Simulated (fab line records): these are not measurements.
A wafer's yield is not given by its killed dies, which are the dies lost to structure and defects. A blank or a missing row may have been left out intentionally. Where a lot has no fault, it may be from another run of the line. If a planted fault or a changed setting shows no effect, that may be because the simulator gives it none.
Which tool is to blame? || flow n5_finfet || 9 lots, 27 wafers sampled, at 5 steps of a route of 1938

== WHAT THE GAUGES SHOWED, per wafer ==
N5_BEOL_M4_RC_MEAS_101. Usual: DIBL_N 36.7 mV/V, standard deviation 1.8; DIBL_P 37.0 mV/V, standard deviation 2.4; IOFF_N 0.17 nA/um, standard deviation 0.036; IOFF_P 0.22 nA/um, standard deviation 0.042; IOFF_P_85C 3.8 nA/um, standard deviation 0.63; IOFF_P_LIN 0.102 nA/um, standard deviation 0.016; IOFF_P_LONG 0.000106 nA/um, standard deviation 1e-05; ION_N 673 uA/um, standard deviation 12; ION_P 462 uA/um, standard deviation 8.5; SS_N 71.7 mV/dec, standard deviation 0.62; SS_P 73.4 mV/dec, standard deviation 0.65; VT_N 250 mV, standard deviation 3.7; VT_N_LVT 98 mV, standard deviation 3.8; VT_P -250 mV, standard deviation 3.7; VT_P_LONG -276 mV, standard deviation 3.1.
{"lot": "L423", "measured": "day 8 22:50", "on": "prober-01", "DIBL_N (mV/V)": "38.0 36.5 37.5", "DIBL_P (mV/V)": "39.7 37.5 39.1", "IOFF_N (nA/um)": "0.19 0.16 0.18", "IOFF_P (nA/um)": "0.24 0.20 0.23", "IOFF_P_85C (nA/um)": "4.1 3.5 3.8", "IOFF_P_LIN (nA/um)": "0.108 0.094 0.102", "IOFF_P_LONG (nA/um)": "0.000101 9.4e-05 9.4e-05", "ION_N (uA/um)": "682 676 678", "ION_P (uA/um)": "462 460 458", "SS_N (mV/dec)": "72.3 71.0 71.5", "SS_P (mV/dec)": "73.6 73.5 74.0", "VT_N (mV)": "247 250 248", "VT_N_LVT (mV)": "94 98 96", "VT_P (mV)": "-250 -252 -251", "VT_P_LONG (mV)": "-277 -276 -277", "flag": ""}
{"lot": "L430", "measured": "day 10 08:27", "on": "prober-02", "DIBL_N (mV/V)": "36.2 33.3 37.4", "DIBL_P (mV/V)": "37.6 33.1 38.6", "IOFF_N (nA/um)": "0.16 0.12 0.18", "IOFF_P (nA/um)": "47.80 36.76 54.17", "IOFF_P_85C (nA/um)": "343.3 268.7 381.4", "IOFF_P_LIN (nA/um)": "22.210 18.254 24.495", "IOFF_P_LONG (nA/um)": "0.02147 0.021897 0.021714", "ION_N (uA/um)": "675 663 677", "ION_P (uA/um)": "670 654 665", "SS_N (mV/dec)": "71.6 71.1 72.3", "SS_P (mV/dec)": "73.5 72.6 73.3", "VT_N (mV)": "249 254 248", "VT_N_LVT (mV)": "249 254 248", "VT_P (mV)": "-95 -99 -95", "VT_P_LONG (mV)": "-121 -122 -121", "flag": "OFF"}
{"lot": "L431", "measured": "day 10 17:46", "on": "prober-02", "DIBL_N (mV/V)": "41.1 38.2 37.5", "DIBL_P (mV/V)": "41.1 38.3 37.9", "IOFF_N (nA/um)": "0.24 0.18 0.17", "IOFF_P (nA/um)": "57.14 43.23 43.92", "IOFF_P_85C (nA/um)": "397.5 315.3 321.2", "IOFF_P_LIN (nA/um)": "23.584 19.172 20.071", "IOFF_P_LONG (nA/um)": "0.017631 0.017477 0.017394", "ION_N (uA/um)": "692 672 670", "ION_P (uA/um)": "667 652 645", "SS_N (mV/dec)": "72.5 72.0 71.7", "SS_P (mV/dec)": "73.7 73.1 73.3", "VT_N (mV)": "244 248 247", "VT_N_LVT (mV)": "248 251 248", "VT_P (mV)": "-98 -102 -99", "VT_P_LONG (mV)": "-129 -129 -129", "flag": "OFF"}
{"lot": "L432", "measured": "day 10 21:43", "on": "prober-01", "DIBL_N (mV/V)": "35.9 35.4 37.8", "DIBL_P (mV/V)": "35.8 35.4 37.7", "IOFF_N (nA/um)": "0.17 0.15 0.20", "IOFF_P (nA/um)": "50.92 49.33 57.57", "IOFF_P_85C (nA/um)": "367.8 363.0 411.6", "IOFF_P_LIN (nA/um)": "24.364 23.832 26.773", "IOFF_P_LONG (nA/um)": "0.024436 0.024353 0.024581", "ION_N (uA/um)": "683 667 672", "ION_P (uA/um)": "676 663 669", "SS_N (mV/dec)": "71.0 72.1 71.9", "SS_P (mV/dec)": "72.7 72.2 73.1", "VT_N (mV)": "246 250 245", "VT_N_LVT (mV)": "245 248 247", "VT_P (mV)": "-93 -94 -92", "VT_P_LONG (mV)": "-118 -119 -118", "flag": "OFF"}
{"lot": "L437", "measured": "day 12 16:13", "on": "prober-01", "DIBL_N (mV/V)": "36.7 35.1 37.1", "DIBL_P (mV/V)": "38.6 35.9 38.7", "IOFF_N (nA/um)": "0.16 0.14 0.19", "IOFF_P (nA/um)": "0.23 0.18 0.23", "IOFF_P_85C (nA/um)": "3.8 3.1 3.8", "IOFF_P_LIN (nA/um)": "0.101 0.084 0.103", "IOFF_P_LONG (nA/um)": "9.6e-05 9.5e-05 9.4e-05", "ION_N (uA/um)": "667 662 691", "ION_P (uA/um)": "458 453 466", "SS_N (mV/dec)": "71.5 72.0 71.7", "SS_P (mV/dec)": "74.3 74.2 74.5", "VT_N (mV)": "250 252 245", "VT_N_LVT (mV)": "99 102 94", "VT_P (mV)": "-251 -257 -253", "VT_P_LONG (mV)": "-278 -277 -278", "flag": ""}
{"lot": "L439", "measured": "day 12 08:33", "on": "prober-02", "DIBL_N (mV/V)": "34.4 36.2 34.7", "DIBL_P (mV/V)": "35.6 37.1 35.4", "IOFF_N (nA/um)": "0.13 0.15 0.13", "IOFF_P (nA/um)": "0.18 0.22 0.18", "IOFF_P_85C (nA/um)": "3.3 3.8 3.2", "IOFF_P_LIN (nA/um)": "0.094 0.109 0.093", "IOFF_P_LONG (nA/um)": "0.000111 0.000112 0.000113", "ION_N (uA/um)": "669 677 654", "ION_P (uA/um)": "461 474 457", "SS_N (mV/dec)": "69.5 71.6 71.0", "SS_P (mV/dec)": "72.7 73.1 73.0", "VT_N (mV)": "251 249 251", "VT_N_LVT (mV)": "102 100 103", "VT_P (mV)": "-253 -247 -251", "VT_P_LONG (mV)": "-273 -275 -276", "flag": ""}
{"lot": "L441", "measured": "day 12 23:07", "on": "prober-02", "DIBL_N (mV/V)": "38.5 36.2 35.7", "DIBL_P (mV/V)": "35.5 32.7 33.9", "IOFF_N (nA/um)": "0.19 0.14 0.16", "IOFF_P (nA/um)": "0.22 0.17 0.20", "IOFF_P_85C (nA/um)": "3.8 3.1 3.5", "IOFF_P_LIN (nA/um)": "0.103 0.086 0.098", "IOFF_P_LONG (nA/um)": "0.000114 0.000115 0.000111", "ION_N (uA/um)": "677 662 686", "ION_P (uA/um)": "463 453 471", "SS_N (mV/dec)": "73.4 71.1 71.4", "SS_P (mV/dec)": "73.6 72.6 72.8", "VT_N (mV)": "249 253 250", "VT_N_LVT (mV)": "95 98 94", "VT_P (mV)": "-246 -251 -249", "VT_P_LONG (mV)": "-274 -274 -271", "flag": ""}
{"lot": "L443", "measured": "day 13 12:33", "on": "prober-01", "DIBL_N (mV/V)": "35.7 36.7 32.1", "DIBL_P (mV/V)": "34.9 36.2 30.0", "IOFF_N (nA/um)": "0.15 0.17 0.10", "IOFF_P (nA/um)": "0.19 0.22 0.14", "IOFF_P_85C (nA/um)": "3.4 3.7 2.5", "IOFF_P_LIN (nA/um)": "0.093 0.101 0.072", "IOFF_P_LONG (nA/um)": "0.000102 0.000101 0.0001", "ION_N (uA/um)": "678 686 662", "ION_P (uA/um)": "461 464 456", "SS_N (mV/dec)": "71.4 71.0 70.7", "SS_P (mV/dec)": "73.1 73.8 72.4", "VT_N (mV)": "251 250 256", "VT_N_LVT (mV)": "99 96 103", "VT_P (mV)": "-249 -249 -255", "VT_P_LONG (mV)": "-276 -276 -278", "flag": ""}
{"lot": "L444", "measured": "day 13 14:30", "on": "prober-02", "DIBL_N (mV/V)": "38.1 39.6 37.0", "DIBL_P (mV/V)": "36.4 38.4 35.7", "IOFF_N (nA/um)": "0.17 0.20 0.15", "IOFF_P (nA/um)": "0.25 0.29 0.23", "IOFF_P_85C (nA/um)": "4.3 4.8 4.0", "IOFF_P_LIN (nA/um)": "0.117 0.128 0.109", "IOFF_P_LONG (nA/um)": "0.000126 0.000123 0.00012", "ION_N (uA/um)": "687 671 683", "ION_P (uA/um)": "471 462 470", "SS_N (mV/dec)": "71.4 72.5 70.7", "SS_P (mV/dec)": "73.9 73.2 73.3", "VT_N (mV)": "247 250 249", "VT_N_LVT (mV)": "99 99 101", "VT_P (mV)": "-248 -247 -248", "VT_P_LONG (mV)": "-271 -274 -271", "flag": ""}

== WHICH TOOL RAN EACH LOT (tool, then ch and the chambers of the sampled wafers, then the start) ==
{"lot": "L423", "N5_SDB_ETCH_25": "rie_diel-04 ch 0,1,2, day 3 17:10", "N5_SDB_CUT_ETCH_26": "rie_si-02 ch 0,1,3, day 3 17:13", "N5_HKMG_FIN_ALD_74": "ald_hk-01 ch 1,2,3, day 3 21:44", "N5_HKMG_FIN_ALD_75": "ald_hk-01 ch 1,2,3, day 3 21:49"}
{"lot": "L430", "N5_SDB_ETCH_25": "rie_diel-04 ch 0,2,3, day 5 12:51", "N5_SDB_CUT_ETCH_26": "rie_si-02 ch 1,3, day 5 12:56", "N5_HKMG_FIN_ALD_74": "ald_hk-01 ch 1,2, day 5 17:22", "N5_HKMG_FIN_ALD_75": "ald_hk-01 ch 1,2, day 5 17:26"}
{"lot": "L431", "N5_SDB_ETCH_25": "rie_diel-01 ch 1,2,3, day 5 21:12", "N5_SDB_CUT_ETCH_26": "rie_si-02 ch 0,1,3, day 5 21:17", "N5_HKMG_FIN_ALD_74": "ald_hk-03 ch 0,3, day 6 01:32", "N5_HKMG_FIN_ALD_75": "ald_hk-03 ch 0,3, day 6 01:37"}
{"lot": "L432", "N5_SDB_ETCH_25": "rie_diel-01 ch 1,2, day 5 21:53", "N5_SDB_CUT_ETCH_26": "rie_si-03 ch 0,1,2, day 5 21:58", "N5_HKMG_FIN_ALD_74": "ald_hk-01 ch 0,2,3, day 6 02:19", "N5_HKMG_FIN_ALD_75": "ald_hk-01 ch 0,2,3, day 6 02:24"}
{"lot": "L437", "N5_SDB_ETCH_25": "rie_diel-02 ch 0,3, day 7 06:38", "N5_SDB_CUT_ETCH_26": "rie_si-03 ch 0,3, day 7 06:43", "N5_HKMG_FIN_ALD_74": "ald_hk-03 ch 1,2, day 7 11:04", "N5_HKMG_FIN_ALD_75": "ald_hk-03 ch 1,2, day 7 11:08"}
{"lot": "L439", "N5_SDB_ETCH_25": "rie_diel-02 ch 0,1,3, day 7 18:16", "N5_SDB_CUT_ETCH_26": "rie_si-02 ch 0,1,2, day 7 18:20", "N5_HKMG_FIN_ALD_74": "ald_hk-01 ch 0,1,2, day 7 22:45", "N5_HKMG_FIN_ALD_75": "ald_hk-01 ch 0,1,2, day 7 22:50"}
{"lot": "L441", "N5_SDB_ETCH_25": "rie_diel-02 ch 0,1,3, day 8 06:29", "N5_SDB_CUT_ETCH_26": "rie_si-02 ch 0,3, day 8 06:35", "N5_HKMG_FIN_ALD_74": "ald_hk-01 ch 1,2,3, day 8 10:52", "N5_HKMG_FIN_ALD_75": "ald_hk-01 ch 1,2,3, day 8 10:56"}
{"lot": "L443", "N5_SDB_ETCH_25": "rie_diel-01 ch 0,3, day 8 17:07", "N5_SDB_CUT_ETCH_26": "rie_si-05 ch 0,3, day 8 17:12", "N5_HKMG_FIN_ALD_74": "ald_hk-01 ch 0,3, day 8 21:44", "N5_HKMG_FIN_ALD_75": "ald_hk-01 ch 0,3, day 8 21:49"}
{"lot": "L444", "N5_SDB_ETCH_25": "rie_diel-02 ch 0,2,3, day 9 00:06", "N5_SDB_CUT_ETCH_26": "rie_si-02 ch 0,2,3, day 9 00:11", "N5_HKMG_FIN_ALD_74": "ald_hk-01 ch 0,2, day 9 04:28", "N5_HKMG_FIN_ALD_75": "ald_hk-01 ch 0,2, day 9 04:32"}
- N5_SDB_ETCH_25: etches SiO2 in C4F6/O2, target depth 10 nm, time 3.3 s.
- N5_SDB_CUT_ETCH_26: etches Si in HBr/Cl2/O2, target depth 129.6 nm, bt time 20 s, time 51.8 s.
- N5_HKMG_FIN_ALD_74: deposits La2O3, target thk 0.5 nm, pulse time 6 s, co reactant pulse time 1 s.
- N5_HKMG_FIN_ALD_75: deposits Al2O3, target thk 1 nm, co reactant pulse time 1 s.

== WHAT THE TOOLS THEMSELVES READ (means of the sampled wafers that have a number; where no wafer has one, the mark that the record gives instead) ==
N5_SDB_ETCH_25. Usual: drypump_motor_current_A 5.6 A, standard deviation 0.48; oes_product_au 0.79 a.u., standard deviation 0.091; rf_vpp_V 665 V, standard deviation 13; showerhead_plenum_p_Torr 2.87 Torr, standard deviation 0.11; throttle_valve_pct 21.11 %, standard deviation 0.15.
{"lot": "L423", "tool": "rie_diel-04", "drypump_motor_current_A (A)": 6.0, "oes_product_au (a.u.)": 0.78, "rf_vpp_V (V)": 656, "showerhead_plenum_p_Torr (Torr)": 2.81, "throttle_valve_pct (%)": 21.11, "flag": ""}
{"lot": "L430", "tool": "rie_diel-04", "drypump_motor_current_A (A)": 5.8, "oes_product_au (a.u.)": 0.78, "rf_vpp_V (V)": 661, "showerhead_plenum_p_Torr (Torr)": 2.79, "throttle_valve_pct (%)": 21.07, "flag": ""}
{"lot": "L431", "tool": "rie_diel-01", "drypump_motor_current_A (A)": 5.5, "oes_product_au (a.u.)": 0.85, "rf_vpp_V (V)": 672, "showerhead_plenum_p_Torr (Torr)": 2.95, "throttle_valve_pct (%)": 21.05, "flag": ""}
{"lot": "L432", "tool": "rie_diel-01", "drypump_motor_current_A (A)": 6.0, "oes_product_au (a.u.)": 0.85, "rf_vpp_V (V)": 681, "showerhead_plenum_p_Torr (Torr)": 2.96, "throttle_valve_pct (%)": 21.14, "flag": ""}
{"lot": "L437", "tool": "rie_diel-02", "drypump_motor_current_A (A)": 5.4, "oes_product_au (a.u.)": 0.72, "rf_vpp_V (V)": 660, "showerhead_plenum_p_Torr (Torr)": 2.88, "throttle_valve_pct (%)": 21.11, "flag": ""}
{"lot": "L439", "tool": "rie_diel-02", "drypump_motor_current_A (A)": 5.5, "oes_product_au (a.u.)": 0.74, "rf_vpp_V (V)": 663, "showerhead_plenum_p_Torr (Torr)": 2.85, "throttle_valve_pct (%)": 21.10, "flag": ""}
{"lot": "L441", "tool": "rie_diel-02", "drypump_motor_current_A (A)": 5.6, "oes_product_au (a.u.)": 0.73, "rf_vpp_V (V)": 662, "showerhead_plenum_p_Torr (Torr)": 2.85, "throttle_valve_pct (%)": 21.11, "flag": ""}
{"lot": "L443", "tool": "rie_diel-01", "drypump_motor_current_A (A)": 4.9, "oes_product_au (a.u.)": 0.81, "rf_vpp_V (V)": 665, "showerhead_plenum_p_Torr (Torr)": 2.94, "throttle_valve_pct (%)": 21.01, "flag": ""}
{"lot": "L444", "tool": "rie_diel-02", "drypump_motor_current_A (A)": 5.6, "oes_product_au (a.u.)": 0.69, "rf_vpp_V (V)": 654, "showerhead_plenum_p_Torr (Torr)": 2.83, "throttle_valve_pct (%)": 21.22, "flag": ""}

N5_SDB_CUT_ETCH_26. Usual: drypump_motor_current_A 5.7 A, standard deviation 0.4; mfc_cl2_sccm 80.02 sccm, standard deviation 0.22; oes_product_au 0.995 a.u., standard deviation 0.014; throttle_valve_pct 37.3 %, standard deviation 0.4.
{"lot": "L423", "tool": "rie_si-02", "drypump_motor_current_A (A)": 5.9, "mfc_cl2_sccm (sccm)": 80.09, "oes_product_au (a.u.)": 1.011, "throttle_valve_pct (%)": 37.3, "flag": ""}
{"lot": "L430", "tool": "rie_si-02", "drypump_motor_current_A (A)": 6.0, "mfc_cl2_sccm (sccm)": 80.18, "oes_product_au (a.u.)": 1.004, "throttle_valve_pct (%)": 37.6, "flag": ""}
{"lot": "L431", "tool": "rie_si-02", "drypump_motor_current_A (A)": 5.9, "mfc_cl2_sccm (sccm)": 79.99, "oes_product_au (a.u.)": 1.004, "throttle_valve_pct (%)": 37.3, "flag": ""}
{"lot": "L432", "tool": "rie_si-03", "drypump_motor_current_A (A)": 5.1, "mfc_cl2_sccm (sccm)": 79.90, "oes_product_au (a.u.)": 0.984, "throttle_valve_pct (%)": 37.3, "flag": ""}
{"lot": "L437", "tool": "rie_si-03", "drypump_motor_current_A (A)": 5.5, "mfc_cl2_sccm (sccm)": 79.93, "oes_product_au (a.u.)": 0.981, "throttle_valve_pct (%)": 37.1, "flag": ""}
{"lot": "L439", "tool": "rie_si-02", "drypump_motor_current_A (A)": 5.9, "mfc_cl2_sccm (sccm)": 80.05, "oes_product_au (a.u.)": 0.992, "throttle_valve_pct (%)": 37.0, "flag": ""}
{"lot": "L441", "tool": "rie_si-02", "drypump_motor_current_A (A)": 5.8, "mfc_cl2_sccm (sccm)": 80.06, "oes_product_au (a.u.)": 1.011, "throttle_valve_pct (%)": 37.0, "flag": ""}
{"lot": "L443", "tool": "rie_si-05", "drypump_motor_current_A (A)": 5.9, "mfc_cl2_sccm (sccm)": 80.06, "oes_product_au (a.u.)": 0.994, "throttle_valve_pct (%)": 37.5, "flag": ""}
{"lot": "L444", "tool": "rie_si-02", "drypump_motor_current_A (A)": 5.7, "mfc_cl2_sccm (sccm)": 79.97, "oes_product_au (a.u.)": 0.997, "throttle_valve_pct (%)": 37.0, "flag": ""}

N5_HKMG_FIN_ALD_74. Usual: heater_power_w 354 W, standard deviation 33; precursor_pulse_height_rel 1.001, standard deviation 0.02; susceptor_temp_C 250.05 C, standard deviation 0.17.
{"lot": "L423", "tool": "ald_hk-01", "heater_power_w (W)": 374, "precursor_pulse_height_rel": 1.012, "susceptor_temp_C (C)": 250.13, "flag": ""}
{"lot": "L430", "tool": "ald_hk-01", "heater_power_w (W)": "-", "precursor_pulse_height_rel": "-", "susceptor_temp_C (C)": "-", "flag": "OFF"}
{"lot": "L431", "tool": "ald_hk-03", "heater_power_w (W)": "-", "precursor_pulse_height_rel": "-", "susceptor_temp_C (C)": "-", "flag": "OFF"}
{"lot": "L432", "tool": "ald_hk-01", "heater_power_w (W)": "-", "precursor_pulse_height_rel": "-", "susceptor_temp_C (C)": "-", "flag": "OFF"}
{"lot": "L437", "tool": "ald_hk-03", "heater_power_w (W)": 370, "precursor_pulse_height_rel": 0.998, "susceptor_temp_C (C)": 249.96, "flag": ""}
{"lot": "L439", "tool": "ald_hk-01", "heater_power_w (W)": 344, "precursor_pulse_height_rel": 1.025, "susceptor_temp_C (C)": 250.10, "flag": ""}
{"lot": "L441", "tool": "ald_hk-01", "heater_power_w (W)": 374, "precursor_pulse_height_rel": 0.995, "susceptor_temp_C (C)": 250.01, "flag": ""}
{"lot": "L443", "tool": "ald_hk-01", "heater_power_w (W)": 370, "precursor_pulse_height_rel": 0.971, "susceptor_temp_C (C)": 250.09, "flag": ""}
{"lot": "L444", "tool": "ald_hk-01", "heater_power_w (W)": 334, "precursor_pulse_height_rel": 1.006, "susceptor_temp_C (C)": 249.90, "flag": ""}

N5_HKMG_FIN_ALD_75. Usual: heater_power_outer_w 80 W, standard deviation 8.3; heater_power_w 153 W, standard deviation 14; precursor_pulse_height_rel 0.998, standard deviation 0.02; susceptor_temp_C 150.00 C, standard deviation 0.13.
{"lot": "L423", "tool": "ald_hk-01", "heater_power_outer_w (W)": 84, "heater_power_w (W)": 164, "precursor_pulse_height_rel": 0.985, "susceptor_temp_C (C)": 149.91, "flag": ""}
{"lot": "L430", "tool": "ald_hk-01", "heater_power_outer_w (W)": 82, "heater_power_w (W)": 157, "precursor_pulse_height_rel": 1.001, "susceptor_temp_C (C)": 150.18, "flag": ""}
{"lot": "L431", "tool": "ald_hk-03", "heater_power_outer_w (W)": 77, "heater_power_w (W)": 144, "precursor_pulse_height_rel": 1.008, "susceptor_temp_C (C)": 150.06, "flag": ""}
{"lot": "L432", "tool": "ald_hk-01", "heater_power_outer_w (W)": 81, "heater_power_w (W)": 156, "precursor_pulse_height_rel": 1.015, "susceptor_temp_C (C)": 150.07, "flag": ""}
{"lot": "L437", "tool": "ald_hk-03", "heater_power_outer_w (W)": 90, "heater_power_w (W)": 164, "precursor_pulse_height_rel": 1.004, "susceptor_temp_C (C)": 150.07, "flag": ""}
{"lot": "L439", "tool": "ald_hk-01", "heater_power_outer_w (W)": 80, "heater_power_w (W)": 148, "precursor_pulse_height_rel": 1.018, "susceptor_temp_C (C)": 150.02, "flag": ""}
{"lot": "L441", "tool": "ald_hk-01", "heater_power_outer_w (W)": 83, "heater_power_w (W)": 164, "precursor_pulse_height_rel": 0.993, "susceptor_temp_C (C)": 150.05, "flag": ""}
{"lot": "L443", "tool": "ald_hk-01", "heater_power_outer_w (W)": 83, "heater_power_w (W)": 161, "precursor_pulse_height_rel": 1.000, "susceptor_temp_C (C)": 149.93, "flag": ""}
{"lot": "L444", "tool": "ald_hk-01", "heater_power_outer_w (W)": 76, "heater_power_w (W)": 143, "precursor_pulse_height_rel": 0.989, "susceptor_temp_C (C)": 150.06, "flag": ""}

== THE ANSWER, worked out from the rows above alone ==
Rule: lot off if the mean of its wafers having a number is beyond 3 standard deviations from the usual mean. Also off: a lot with no number at a reading for which 4 or more lots have one. Any other lot the step has rows for is counted as sound. Order of review: gauges by route order, followed by the tools' own readings, for which a lot's mean as printed above is used. The first step at which some lot is off is used, and at that step the reading that is off furthest; a lot without a number counts as furthest.
Off: L430, L431, L432, at N5_BEOL_M4_RC_MEAS_101 (IOFF_P_LONG).
A tool fits if, at a process step before that reading, it ran every lot that is off, and no sound lot after the first of them. The gauges at N5_BEOL_M4_RC_MEAS_101 aren't tried: what is off there is off at N5_HKMG_FIN_ALD_74 too, on other tools, and a gauge's error can't cause that. No candidate that was tried fits.

== WHAT WAS PUT IN BY THE SIMULATOR ==
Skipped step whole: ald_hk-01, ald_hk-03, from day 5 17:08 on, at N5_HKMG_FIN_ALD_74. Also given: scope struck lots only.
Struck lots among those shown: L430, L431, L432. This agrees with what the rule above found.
